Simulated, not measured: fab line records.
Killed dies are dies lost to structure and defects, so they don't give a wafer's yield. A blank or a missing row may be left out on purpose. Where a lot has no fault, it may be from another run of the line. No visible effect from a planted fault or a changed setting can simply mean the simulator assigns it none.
fab line records	flow n5_finfet
[record] lots = 24	wafers = 72	last_day = 20
route steps=1938 shown BEOL_M8@1399 BEOL_M9@1415 BEOL_M10@1470
lots that met no fault: from a run of the same line without faults
start_h: hours from the record's opening day to when the first of the lot's shown wafers began	wait_h: time in hours since the lot's previous step	" as in the row above	L1.1+2: a row that stands for several wafers	- no value present, or no start provided	* or withheld: withheld	< > ~ a bound
route shown NAME@n: names a module that has steps shown in the file, with the first one's number in the route	usual: mean/standard deviation taken from wafers without a fault	same: alike in all rows	chamber/n: place in a boat	sites: each site's reading	_std_site: standard deviation across them	_edge_site: mean of outer sites minus mean of inner sites	radius_mm: for every site, how far away it sits from the centre of the wafer	mask NAME#n: copy n	behind: the most recent tool/chamber to have shaped the wafer	hold: why the lot was held/for how many hours/how that ended	device: names the non-switching transistor (n, p or np)	end of line: the route-end tests of the same wafers	a step with no rows: only its recipe	killed: at the first sort, the dies lost to defects and structure; wafer yield is something else	map: the dies of a wafer, with x for killed, . for not killed, _ for no die there
set.NAME: the run value of the setting; set.NAME@STEP: its run value at that earlier step	model.NAME: the simulator's own value behind a step, which no gauge read
route steps across a sampled set of lots; one table per step, one row per wafer
services: a tool's chamber out of use, with start hour (start_h, from the record's first day; less than 0 if before it), hours out, and reason
[[steps]]
[step N5_BEOL_M8_RS_MEAS_57]
[recipe] thk_meas_gauge = four-point-probe	reads = Cu_of_BEOL_M8_ECD_50+Co_of_BEOL_M8_CVD_78+TaN_of_BEOL_M8_ALD_77
[usual] M8_RS = 0.286/0.0081
lot.wafer	tool	chamber	start_h	wait_h	M8_RS[ohm/sq]
L074.4	film_metro-01	-	226.61	0.0	0.284
L074.5	"	-	"	"	0.273
L074.6	"	-	"	"	0.285
L075.2	film_metro-01	-	226.83	0.1	0.294
L075.4	"	-	"	"	0.294
L075.6	"	-	"	"	0.293
L076.1	film_metro-02	-	233.45	0.1	0.291
L076.2	"	-	"	"	0.289
L076.5	"	-	"	"	0.295
L079.1	film_metro-02	-	239.43	0.1	0.291
L079.2	"	-	"	"	0.291
L079.6	"	-	"	"	0.283
L077.1	film_metro-01	-	258.09	0.1	0.288
L077.3	"	-	"	"	0.300
L077.5	"	-	"	"	0.294
L078.2	film_metro-01	-	259.27	0.1	0.291
L078.4	"	-	"	"	0.290
L078.5	"	-	"	"	0.291
L081.3	film_metro-02	-	263.83	0.1	0.295
L081.4	"	-	"	"	0.285
L081.5	"	-	"	"	0.292
L080.1	film_metro-02	-	272.48	0.1	0.291
L080.3	"	-	"	"	0.283
L080.6	"	-	"	"	0.289
L082.2	film_metro-02	-	274.82	0.1	0.276
L082.3	"	-	"	"	0.285
L082.5	"	-	"	"	0.287
L083.1	film_metro-01	-	276.36	0.1	0.287
L083.5	"	-	"	"	0.290
L083.6	"	-	"	"	0.288
L084.1	film_metro-01	-	278.58	0.1	0.286
L084.3	"	-	"	"	0.288
L084.6	"	-	"	"	0.287
L085.1	film_metro-02	-	285.69	0.1	0.290
L085.2	"	-	"	"	0.288
L085.6	"	-	"	"	0.287
L086.3	film_metro-01	-	302.50	0.1	0.283
L086.4	"	-	"	"	0.285
L086.5	"	-	"	"	0.283
L087.3	film_metro-02	-	311.72	0.1	0.296
L087.5	"	-	"	"	0.297
L087.6	"	-	"	"	0.292
L089.1	film_metro-01	-	314.79	0.1	0.293
L089.3	"	-	"	"	0.284
L089.4	"	-	"	"	0.285
L088.1	film_metro-01	-	315.61	0.1	0.281
L088.2	"	-	"	"	0.260
L088.5	"	-	"	"	0.268
L090.2	film_metro-02	-	315.78	0.1	0.301
L090.3	"	-	"	"	0.285
L090.4	"	-	"	"	0.295
L092.2	film_metro-02	-	322.89	0.1	0.284
L092.5	"	-	"	"	0.273
L092.6	"	-	"	"	0.278
L091.3	film_metro-01	-	324.51	0.1	0.282
L091.5	"	-	"	"	0.284
L091.6	"	-	"	"	0.280
L093.1	film_metro-02	-	336.30	0.1	0.286
L093.4	"	-	"	"	0.277
L093.5	"	-	"	"	0.284
L094.1	film_metro-02	-	345.46	0.1	0.278
L094.5	"	-	"	"	0.274
L094.6	"	-	"	"	0.287
L095.2	film_metro-02	-	347.73	0.1	0.273
L095.3	"	-	"	"	0.290
L095.5	"	-	"	"	0.285
L096.1	film_metro-02	-	368.52	0.1	0.289
L096.3	"	-	"	"	0.276
L096.5	"	-	"	"	0.299
L097.1	film_metro-02	-	398.06	0.1	0.287
L097.2	"	-	"	"	0.298
L097.3	"	-	"	"	0.297
[step N5_BEOL_M9_OVL_MEAS_12]
[recipe] points_per_wafer = 44
[usual] M9_OVL = 0.5/0.63
lot.wafer	tool	chamber	start_h	wait_h	M9_OVL[nm]
L074.4	overlay-01	0	228.30	0.0	1.4
L074.5	"	0	"	"	0.9
L074.6	"	0	"	"	1.4
L075.2	overlay-01	0	228.48	0.0	0.3
L075.4	"	0	"	"	-0.1
L075.6	"	0	"	"	1.0
L076.1	overlay-01	0	236.52	0.0	0.5
L076.2	"	0	"	"	0.9
L076.5	"	0	"	"	0.3
L079.1	overlay-02	0	241.14	0.0	0.7
L079.2	"	0	"	"	0.1
L079.6	"	0	"	"	-0.4
L077.1	overlay-02	0	259.24	0.0	-0.6
L077.3	"	0	"	"	-1.1
L077.5	"	0	"	"	0.0
L078.2	overlay-02	0	261.76	0.0	0.4
L078.4	"	0	"	"	0.4
L078.5	"	0	"	"	1.1
L081.3	overlay-01	0	267.05	0.0	1.0
L081.4	"	0	"	"	1.2
L081.5	"	0	"	"	0.8
L080.1	overlay-02	0	274.07	0.0	0.8
L080.3	"	0	"	"	0.6
L080.6	"	0	"	"	-0.3
L082.2	overlay-02	0	276.84	0.0	0.1
L082.3	"	0	"	"	-0.1
L082.5	"	0	"	"	-0.9
L083.1	overlay-01	0	277.78	0.0	0.6
L083.5	"	0	"	"	1.3
L083.6	"	0	"	"	0.3
L084.1	overlay-02	0	282.20	0.0	0.3
L084.3	"	0	"	"	0.7
L084.6	"	0	"	"	0.6
L085.1	overlay-01	0	287.53	0.0	0.1
L085.2	"	0	"	"	1.3
L085.6	"	0	"	"	-0.8
L086.3	overlay-01	0	304.17	0.0	0.3
L086.4	"	0	"	"	0.5
L086.5	"	0	"	"	0.0
L087.3	overlay-02	0	313.61	0.0	-0.6
L087.5	"	0	"	"	0.8
L087.6	"	0	"	"	1.0
L089.1	overlay-01	0	316.54	0.0	-0.2
L089.3	"	0	"	"	-0.2
L089.4	"	0	"	"	-0.2
L088.1	overlay-02	0	317.15	0.0	1.8
L088.2	"	0	"	"	1.3
L088.5	"	0	"	"	1.7
L090.2	overlay-01	0	317.78	0.0	0.3
L090.3	"	0	"	"	-0.4
L090.4	"	0	"	"	0.4
L092.2	overlay-01	0	324.17	0.0	-0.5
L092.5	"	0	"	"	-0.1
L092.6	"	0	"	"	-0.2
L091.3	overlay-02	0	326.30	0.0	1.2
L091.5	"	0	"	"	0.7
L091.6	"	0	"	"	-0.2
L093.1	overlay-01	0	338.62	0.0	0.8
L093.4	"	0	"	"	-0.1
L093.5	"	0	"	"	0.8
L094.1	overlay-01	0	347.25	0.0	1.2
L094.5	"	0	"	"	1.5
L094.6	"	0	"	"	1.2
L095.2	overlay-02	0	349.18	0.0	0.4
L095.3	"	0	"	"	1.3
L095.5	"	0	"	"	0.8
L096.1	overlay-01	0	370.24	0.0	0.8
L096.3	"	0	"	"	0.1
L096.5	"	0	"	"	1.0
L097.1	overlay-02	0	402.13	0.0	0.6
L097.2	"	0	"	"	1.6
L097.3	"	0	"	"	1.6
[step N5_BEOL_M9_CD_MEAS_28]
[recipe] target_cd_nm = 70	landing_energy_ev = 500	detector = se_inlens	polarity = opening
[usual] cd_nm = 69.95/0.25
[same] landing_energy_ev = 500
lot.wafer	tool	chamber	start_h	wait_h	cd_nm
L075.2	cd_sem-01	0	231.08	-	69.98
L075.4	"	0	"	"	69.58
L075.6	"	0	"	"	70.09
L074.4	cd_sem-01	0	231.25	-	69.91
L074.5	"	0	"	"	69.98
L074.6	"	0	"	"	69.95
L076.1	cd_sem-02	0	238.31	-	70.15
L076.2	"	0	"	"	69.67
L076.5	"	0	"	"	70.08
L079.1	cd_sem-01	0	242.22	-	70.49
L079.2	"	0	"	"	69.73
L079.6	"	0	"	"	69.92
L077.1	cd_sem-02	0	260.88	-	70.67
L077.3	"	0	"	"	70.08
L077.5	"	0	"	"	70.18
L078.2	cd_sem-02	0	263.07	-	70.23
L078.4	"	0	"	"	70.27
L078.5	"	0	"	"	69.99
L081.3	cd_sem-01	0	269.39	-	70.24
L081.4	"	0	"	"	69.76
L081.5	"	0	"	"	70.28
L080.1	cd_sem-02	0	275.53	-	69.62
L080.3	"	0	"	"	70.10
L080.6	"	0	"	"	69.90
L082.2	cd_sem-03	0	280.99	-	69.91
L082.3	"	0	"	"	69.98
L082.5	"	0	"	"	69.99
L083.1	cd_sem-02	0	281.03	-	69.49
L083.5	"	0	"	"	69.54
L083.6	"	0	"	"	69.54
L084.1	cd_sem-03	0	283.67	-	70.35
L084.3	"	0	"	"	70.22
L084.6	"	0	"	"	69.94
L085.1	cd_sem-01	0	289.37	-	70.15
L085.2	"	0	"	"	70.02
L085.6	"	0	"	"	69.67
L086.3	cd_sem-01	0	305.87	-	70.22
L086.4	"	0	"	"	69.95
L086.5	"	0	"	"	70.15
L087.3	cd_sem-02	0	314.55	-	70.44
L087.5	"	0	"	"	69.99
L087.6	"	0	"	"	69.81
L090.2	cd_sem-01	0	320.25	-	70.09
L090.3	"	0	"	"	69.82
L090.4	"	0	"	"	70.09
L089.1	cd_sem-02	0	320.29	-	69.55
L089.3	"	0	"	"	70.04
L089.4	"	0	"	"	70.12
L088.1	cd_sem-01	0	320.33	-	69.50
L088.2	"	0	"	"	69.88
L088.5	"	0	"	"	69.85
L092.2	cd_sem-03	0	325.54	-	69.77
L092.5	"	0	"	"	69.82
L092.6	"	0	"	"	69.83
L091.3	cd_sem-01	0	329.66	-	69.76
L091.5	"	0	"	"	69.87
L091.6	"	0	"	"	70.02
L093.1	cd_sem-01	0	344.33	-	69.90
L093.4	"	0	"	"	69.87
L093.5	"	0	"	"	70.03
L095.2	cd_sem-02	0	350.41	-	69.79
L095.3	"	0	"	"	69.69
L095.5	"	0	"	"	70.02
L094.1	cd_sem-01	0	350.45	-	69.61
L094.5	"	0	"	"	69.90
L094.6	"	0	"	"	69.76
L096.1	cd_sem-01	0	374.69	-	70.08
L096.3	"	0	"	"	70.36
L096.5	"	0	"	"	69.63
L097.1	cd_sem-03	0	404.26	-	70.23
L097.2	"	0	"	"	69.80
L097.3	"	0	"	"	70.08
[step N5_BEOL_M9_STRIP_36]
[recipe] chemistry = N2/H2	power_w = 450	temp_c = 40	pressure_mtorr = 20	rf_frequency_hz = 6e+07	overash_fraction = 0.3	bias_power_w = 7	h2_frac = 0.5	n2_flow_sccm = 200	h2_flow_sccm = 200
[usual] drypump_motor_current_A = 5.7/0.41	oes_product_au = 0.76/0.05	rf_vpp_V = 58.8/1.5	showerhead_plenum_p_Torr = 2.52/0.093	throttle_valve_pct = 23.6/0.31
lot.wafer	tool	chamber	start_h	wait_h	drypump_motor_current_A	oes_product_au	rf_hours_counter_h	rf_vpp_V	showerhead_plenum_p_Torr	throttle_valve_pct
L075.2	rie_diel-03	1	231.44	0.0	5.4	0.88	56	57.5	2.45	23.1
L075.4	"	2	"	"	6.2	0.74	182	59.0	2.42	23.2
L075.6	"	3	"	"	5.1	0.81	-	58.4	2.66	23.7
L074.4	rie_diel-06	3	231.61	0.0	5.7	0.74	172	56.5	2.62	23.5
L074.5	"	2	"	"	6.1	0.77	-	58.7	2.56	24.1
L074.6	"	1	"	"	5.5	0.79	-	58.3	2.35	24.0
L076.1	rie_diel-06	2	238.68	0.0	6.1	0.75	126	59.1	2.56	24.1
L076.2	"	1	"	"	5.5	0.77	136	59.8	2.35	24.0
L076.5	"	0	"	"	5.9	0.73	-	59.9	2.64	23.4
L079.1	rie_diel-03	2	242.58	0.0	6.2	0.74	185	56.9	2.42	23.2
L079.2	"	3	"	"	5.1	0.81	109	60.8	2.66	23.7
L079.6	"	1	"	"	5.4	0.86	-	59.7	2.45	23.1
L077.1	rie_diel-03	2	261.39	0.0	6.1	0.73	190	59.4	2.42	23.3
L077.3	"	0	"	"	5.5	0.73	190	58.9	2.53	23.4
L077.5	"	0	"	"	5.5	0.74	-	59.9	2.53	23.5
L078.2	rie_diel-03	0	263.44	0.0	5.5	0.73	191	58.8	2.53	23.5
L078.4	"	3	"	"	5.1	0.82	115	59.0	2.66	23.7
L078.5	"	1	"	"	5.4	0.85	-	58.1	2.45	23.1
L081.3	rie_diel-05	1	269.88	0.0	6.5	0.87	32	57.9	2.48	23.5
L081.4	"	0	"	"	5.5	0.70	231	57.8	2.50	23.8
L081.5	"	0	"	"	5.6	0.69	-	58.1	2.50	23.8
L080.1	rie_diel-05	1	276.05	0.0	6.5	0.86	34	59.4	2.48	23.5
L080.3	"	2	"	"	4.9	0.82	80	57.8	2.57	23.2
L080.6	"	2	"	"	4.8	0.82	-	57.7	2.57	23.3
L082.2	rie_diel-06	1	281.36	0.0	5.5	0.76	148	59.6	2.35	24.0
L082.3	"	3	"	"	5.7	0.73	184	57.3	2.62	23.5
L082.5	"	0	"	"	5.9	0.71	-	59.4	2.64	23.4
L083.1	rie_diel-05	1	281.40	0.0	6.5	0.85	35	60.2	2.48	23.5
L083.5	"	0	"	"	5.6	0.69	-	58.3	2.50	23.8
L083.6	"	3	"	"	6.1	0.75	-	57.7	2.53	23.8
L084.1	rie_diel-03	2	284.03	0.0	6.1	0.72	198	57.9	2.42	23.2
L084.3	"	0	"	"	5.5	0.73	198	58.8	2.53	23.5
L084.6	"	1	"	"	5.3	0.83	-	55.8	2.45	23.1
L085.1	rie_diel-05	2	289.74	0.0	4.9	0.83	83	54.4	2.57	23.2
L085.2	"	3	"	"	6.1	0.75	183	57.8	2.53	23.8
L085.6	"	0	"	"	5.6	0.69	-	59.2	2.50	23.7
L086.3	rie_diel-03	1	306.24	0.0	5.4	0.81	79	58.1	2.44	23.1
L086.4	"	2	"	"	6.1	0.72	204	57.5	2.42	23.3
L086.5	"	2	"	"	6.2	0.72	-	58.6	2.41	23.3
L087.3	rie_diel-03	0	314.92	0.0	5.5	0.71	208	59.1	2.52	23.5
L087.5	"	2	"	"	6.1	0.72	-	60.6	2.41	23.3
L087.6	"	1	"	"	5.4	0.82	-	59.3	2.44	23.1
L090.2	rie_diel-05	1	320.61	0.0	6.5	0.83	46	62.3	2.47	23.5
L090.3	"	0	"	"	5.6	0.69	245	56.6	2.49	23.8
L090.4	"	2	"	"	4.8	0.82	91	57.9	2.56	23.3
L089.1	rie_diel-06	0	320.65	0.0	5.9	0.70	203	61.3	2.63	23.4
L089.3	"	1	"	"	5.5	0.76	160	59.0	2.34	24.0
L089.4	"	2	"	"	6.0	0.74	149	59.6	2.55	24.1
L088.1	rie_diel-03	1	320.70	0.0	5.4	0.82	84	55.5	2.44	23.1
L088.2	"	3	"	"	5.1	0.78	134	59.9	2.65	23.7
L088.5	"	3	"	"	5.1	0.78	-	61.2	2.65	23.7
L092.2	rie_diel-06	2	325.90	0.0	6.0	0.74	151	59.2	2.55	24.1
L092.5	"	2	"	"	6.0	0.73	-	57.9	2.55	24.1
L092.6	"	3	"	"	5.7	0.72	-	60.8	2.61	23.5
L091.3	rie_diel-03	3	330.02	0.0	5.1	0.78	137	59.9	2.65	23.7
L091.5	"	1	"	"	5.4	0.84	-	58.8	2.44	23.1
L091.6	"	0	"	"	5.5	0.72	-	59.1	2.52	23.5
L093.1	rie_diel-06	3	344.70	0.0	5.7	0.71	200	59.6	2.61	23.5
L093.4	"	2	"	"	6.0	0.73	157	58.7	2.54	24.1
L093.5	"	3	"	"	5.7	0.70	-	61.7	2.61	23.5
L095.2	rie_diel-06	3	350.77	0.0	5.7	0.70	202	58.2	2.61	23.5
L095.3	"	1	"	"	5.5	0.77	167	56.9	2.34	24.0
L095.5	"	2	"	"	6.1	0.72	-	60.0	2.54	24.1
L094.1	rie_diel-03	0	350.81	0.0	5.5	0.72	219	59.8	2.52	23.5
L094.5	"	3	"	"	5.1	0.77	-	58.8	2.65	23.8
L094.6	"	2	"	"	6.1	0.70	-	60.0	2.41	23.3
L096.1	rie_diel-03	1	375.05	0.0	5.4	0.81	97	57.6	2.44	23.1
L096.3	"	3	"	"	5.1	0.76	153	56.9	2.64	23.8
L096.5	"	3	"	"	5.1	0.77	-	58.2	2.64	23.8
L097.1	rie_diel-06	1	404.62	0.0	5.6	0.76	181	57.8	2.33	24.1
L097.2	"	0	"	"	5.9	0.70	227	57.2	2.62	23.4
L097.3	"	3	"	"	5.7	0.71	216	62.7	2.60	23.5
[step N5_BEOL_M9_PRE_CLEAN_45]
[recipe] gas = H2/He	time_s = 30	temp_c = 250
[usual] heater_power_w = 345/39
lot.wafer	tool	chamber	start_h	wait_h	heater_power_w
L075.2	pvd_sputter-02	-	232.58	0.0	338
L075.4	"	-	"	"	277
L075.6	"	-	"	"	321
L074.4	pvd_sputter-02	-	232.66	0.0	398
L074.5	"	-	"	"	331
L074.6	"	-	"	"	312
L076.1	pvd_sputter-02	-	239.83	0.0	266
L076.2	"	-	"	"	399
L076.5	"	-	"	"	322
L079.1	pvd_sputter-01	-	243.41	0.0	374
L079.2	"	-	"	"	338
L079.6	"	-	"	"	338
L077.1	pvd_sputter-01	-	262.53	0.0	341
L077.3	"	-	"	"	382
L077.5	"	-	"	"	372
L078.2	pvd_sputter-01	-	266.19	0.0	350
L078.4	"	-	"	"	381
L078.5	"	-	"	"	367
L081.3	pvd_sputter-02	-	270.77	0.0	394
L081.4	"	-	"	"	317
L081.5	"	-	"	"	325
L080.1	pvd_sputter-02	-	277.06	0.0	327
L080.3	"	-	"	"	267
L080.6	"	-	"	"	318
L082.2	pvd_sputter-01	-	282.22	0.0	389
L082.3	"	-	"	"	377
L082.5	"	-	"	"	349
L083.1	pvd_sputter-01	-	282.30	0.0	384
L083.5	"	-	"	"	342
L083.6	"	-	"	"	353
L084.1	pvd_sputter-01	-	285.99	0.0	349
L084.3	"	-	"	"	344
L084.6	"	-	"	"	378
L085.1	pvd_sputter-02	-	290.87	0.0	271
L085.2	"	-	"	"	333
L085.6	"	-	"	"	334
L086.3	pvd_sputter-01	-	307.02	0.0	339
L086.4	"	-	"	"	379
L086.5	"	-	"	"	379
L087.3	pvd_sputter-03	-	315.94	0.0	324
L087.5	"	-	"	"	314
L087.6	"	-	"	"	374
L090.2	pvd_sputter-02	-	321.45	0.0	273
L090.3	"	-	"	"	398
L090.4	"	-	"	"	317
L089.1	pvd_sputter-02	-	321.69	0.0	270
L089.3	"	-	"	"	321
L089.4	"	-	"	"	400
L088.1	pvd_sputter-02	-	321.81	0.0	385
L088.2	"	-	"	"	314
L088.5	"	-	"	"	400
L092.2	pvd_sputter-02	-	326.78	0.0	314
L092.5	"	-	"	"	317
L092.6	"	-	"	"	401
L091.3	pvd_sputter-01	-	330.82	0.0	342
L091.5	"	-	"	"	380
L091.6	"	-	"	"	371
L093.1	pvd_sputter-01	-	345.47	0.0	381
L093.4	"	-	"	"	354
L093.5	"	-	"	"	384
L095.2	pvd_sputter-03	-	351.89	0.0	324
L095.3	"	-	"	"	310
L095.5	"	-	"	"	309
L094.1	pvd_sputter-03	-	351.97	0.0	388
L094.5	"	-	"	"	323
L094.6	"	-	"	"	377
L096.1	pvd_sputter-01	-	375.86	0.0	388
L096.3	"	-	"	"	349
L096.5	"	-	"	"	373
L097.1	pvd_sputter-02	-	407.45	0.0	276
L097.2	"	-	"	"	324
L097.3	"	-	"	"	321
[step N5_BEOL_M10_ILD_DEP_00]
[recipe] material = SiCOH_lowk	target_thk_a = 3085.1	temp_c = 300	precursor = DEMS/porogen	pressure_torr = 5	rf_w = 500	time_s = 58
[usual] heater_power_w = 308/51	showerhead_plenum_p_Torr = 5.742/0.017	throttle_valve_pct = 13.9/0.59
lot.wafer	tool	chamber	start_h	wait_h	heater_power_w	showerhead_plenum_p_Torr	throttle_valve_pct
L075.2	pecvd-01	0	234.86	0.0	342	5.741	13.9
L075.4	"	2	"	"	347	5.755	13.5
L075.6	"	0	"	"	364	5.730	13.6
L074.4	pecvd-01	2	235.11	0.1	351	5.743	13.6
L074.5	"	1	"	"	293	5.746	14.1
L074.6	"	0	"	"	365	5.728	13.8
L076.1	pecvd-01	1	241.51	0.0	271	5.728	14.0
L076.2	"	0	"	"	396	5.739	14.2
L076.5	"	0	"	"	409	5.745	13.7
L079.1	pecvd-04	1	245.23	0.0	321	5.708	15.5
L079.2	"	2	"	"	309	5.765	14.0
L079.6	"	0	"	"	253	5.777	14.5
L077.1	pecvd-01	1	265.41	0.0	305	5.755	14.1
L077.3	"	2	"	"	355	5.744	13.8
L077.5	"	0	"	"	389	5.740	13.7
L078.2	pecvd-04	0	268.06	0.0	251	5.793	14.4
L078.4	"	1	"	"	294	5.705	15.3
L078.5	"	0	"	"	255	5.775	14.5
L081.3	pecvd-04	1	272.82	0.0	280	5.723	15.3
L081.4	"	2	"	"	279	5.768	14.2
L081.5	"	1	"	"	283	5.721	15.5
L080.1	pecvd-02	2	280.45	0.0	336	5.746	13.3
L080.3	"	1	"	"	251	5.716	14.3
L080.6	"	0	"	"	374	5.741	13.5
L082.2	pecvd-01	0	284.35	0.0	360	5.726	14.1
L082.3	"	1	"	"	271	5.727	13.9
L082.5	"	1	"	"	276	5.722	14.1
L083.1	pecvd-01	1	285.49	0.0	249	5.736	14.0
L083.5	"	1	"	"	250	5.738	14.0
L083.6	"	0	"	"	428	5.735	13.8
L084.1	pecvd-01	0	287.82	0.0	406	5.730	13.8
L084.3	"	1	"	"	252	5.732	14.3
L084.6	"	0	"	"	416	5.748	13.7
L085.1	pecvd-02	2	293.09	0.0	277	5.736	13.1
L085.2	"	1	"	"	219	5.722	14.3
L085.6	"	1	"	"	229	5.742	14.0
L086.3	pecvd-01	1	308.82	0.0	237	5.731	14.0
L086.4	"	0	"	"	349	5.736	13.8
L086.5	"	1	"	"	244	5.747	14.1
L087.3	pecvd-02	2	318.50	0.0	304	5.748	13.2
L087.5	"	1	"	"	223	5.720	13.7
L087.6	"	0	"	"	326	5.739	13.1
L090.2	pecvd-02	1	324.04	0.0	242	5.739	14.6
L090.3	"	2	"	"	284	5.739	13.1
L090.4	"	2	"	"	285	5.733	13.1
L088.1	pecvd-02	2	324.31	0.0	341	5.741	13.7
L088.2	"	0	"	"	318	5.745	13.3
L088.5	"	2	"	"	353	5.748	13.2
L089.1	pecvd-04	1	324.32	0.0	271	5.717	15.2
L089.3	"	0	"	"	306	5.784	14.6
L089.4	"	2	"	"	336	5.752	14.2
L092.2	pecvd-04	2	328.42	0.0	359	5.782	14.0
L092.5	"	1	"	"	278	5.707	15.5
L092.6	"	0	"	"	304	5.768	14.4
L091.3	pecvd-01	1	332.98	0.0	281	5.725	13.9
L091.5	"	2	"	"	359	5.741	13.3
L091.6	"	1	"	"	286	5.742	13.6
L093.1	pecvd-02	0	347.53	0.0	329	5.745	13.3
L093.4	"	0	"	"	344	5.747	13.1
L093.5	"	2	"	"	349	5.759	13.7
L095.2	pecvd-02	2	353.74	0.0	286	5.746	13.3
L095.3	"	1	"	"	220	5.730	14.4
L095.5	"	2	"	"	286	5.726	13.2
L094.1	pecvd-04	1	354.10	0.0	310	5.714	15.3
L094.5	"	0	"	"	258	5.779	14.1
L094.6	"	2	"	"	283	5.742	14.0
L096.1	pecvd-02	0	378.04	0.0	387	5.737	13.0
L096.3	"	0	"	"	313	5.736	13.6
L096.5	"	0	"	"	331	5.738	13.6
L097.1	pecvd-02	1	409.32	0.0	234	5.736	13.8
L097.2	"	2	"	"	299	5.737	13.4
L097.3	"	0	"	"	306	5.751	13.3
[[services]]
tool	chamber	start_h	hours	kind
rie_diel-03	2	225.59	2.0	repair
pecvd-02	0	230.04	5.0	scheduled_down
pecvd-02	0	235.04	5.5	scheduled_down
pecvd-04	1	238.99	5.5	scheduled_down
rie_diel-05	0	241.22	3.8	repair
pecvd-01	1	288.56	5.5	scheduled_down
rie_diel-06	3	291.19	8.3	repair
pecvd-01	1	294.60	5.9	repair
pvd_sputter-02	-	301.83	7.9	repair
rie_diel-05	0	320.99	2.0	repair
pecvd-01	2	323.02	8.5	repair
pecvd-02	1	329.19	4.8	repair
rie_diel-06	1	332.37	8.2	repair
rie_diel-03	1	353.01	10.2	repair
rie_diel-03	2	354.84	6.4	repair
pecvd-02	1	373.23	14.0	repair
pecvd-01	1	383.62	-	clean
pecvd-01	1	383.62	-	consumable_replace:showerhead
pecvd-01	1	383.62	29.0	scheduled_down
pecvd-01	1	383.62	29.0	vent_cycle
pvd_sputter-02	-	394.40	1.9	repair
pvd_sputter-01	-	397.65	1.0	repair
rie_diel-05	3	398.86	1.8	repair
rie_diel-06	3	407.97	4.8	repair
[[key]]
fault none
